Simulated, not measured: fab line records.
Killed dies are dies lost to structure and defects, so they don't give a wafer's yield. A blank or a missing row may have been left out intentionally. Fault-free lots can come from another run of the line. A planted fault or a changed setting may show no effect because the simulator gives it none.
Chamber matching    flow n5_finfet    N5_BEOL_M8_STRIP_19 on rie_diel-06 has 4 sister chambers
The step strips in O2. 14 wafers are shown with their chamber, then 7 later ones without.

## WAFERS WITH THEIR CHAMBER
wafer   chamber  drypump_motor_current_A (A)  showerhead_plenum_p_Torr (Torr)  throttle_valve_pct (%)
L236.3  0        5.2                          2.18                             16.89
L236.4  2        4.9                          2.17                             16.48
L236.5  1        5.6                          2.18                             16.74
L239.1  3        5.6                          2.04                             16.66
L239.3  2        5.0                          2.17                             16.50
L239.4  2        5.0                          2.17                             16.48
L247.1  1        5.6                          2.17                             16.76
L247.2  3        5.6                          2.03                             16.69
L247.6  1        5.6                          2.17                             16.74
L248.1  2        5.0                          2.16                             16.54
L248.3  0        5.2                          2.17                             16.94
L248.5  1        5.6                          2.17                             16.76
L255.1  2        5.0                          2.16                             16.54
L255.3  3        5.6                          2.03                             16.71

SIGNATURES (averages over the wafers above)
reading                   chamber 0  chamber 1  chamber 2  chamber 3  scatter within a chamber
drypump_motor_current_A   5.200      5.600      4.980      5.600      0.0283
showerhead_plenum_p_Torr  2.1750     2.1725     2.1660     2.0333     0.00558
throttle_valve_pct        16.9150    16.7500    16.5080    16.6867    0.0257
Rule: for each reading, subtract the chamber's mean from the wafer's reading, divide by that reading's scatter and square the result; add these up over the readings and take the root, which gives the wafer's distance from the chamber. If the next closest chamber is less than 2 further off than the closest, the wafer can't be placed; otherwise it belongs to the closest. The scatter is the square root of a quotient: the sum, over the shown wafers, of each reading's squared deviation from its chamber's mean, divided by wafers minus chambers.

## WAFERS MISSING THEIR CHAMBER
wafer   drypump_motor_current_A (A)  showerhead_plenum_p_Torr (Torr)  throttle_valve_pct (%)
L255.5  5.2                          2.17                             16.92
L254.3  5.0                          2.15                             16.57
L254.5  5.2                          2.16                             16.97
L254.6  5.6                          2.03                             16.72
L256.2  5.0                          2.15                             16.58
L256.3  5.6                          2.02                             16.73
L256.4  5.6                          2.17                             16.30

## THE CHAMBER EACH PASSED THROUGH
wafer   from the rows above  in truth
L255.5  0                    0
L254.3  2                    2
L254.5  0                    0
L254.6  3                    3
L256.2  2                    2
L256.3  3                    3
L256.4  1                    1
Correct placement for 7 of the 7. Number that these rows cannot place: 0. Number placed wrongly: 0.
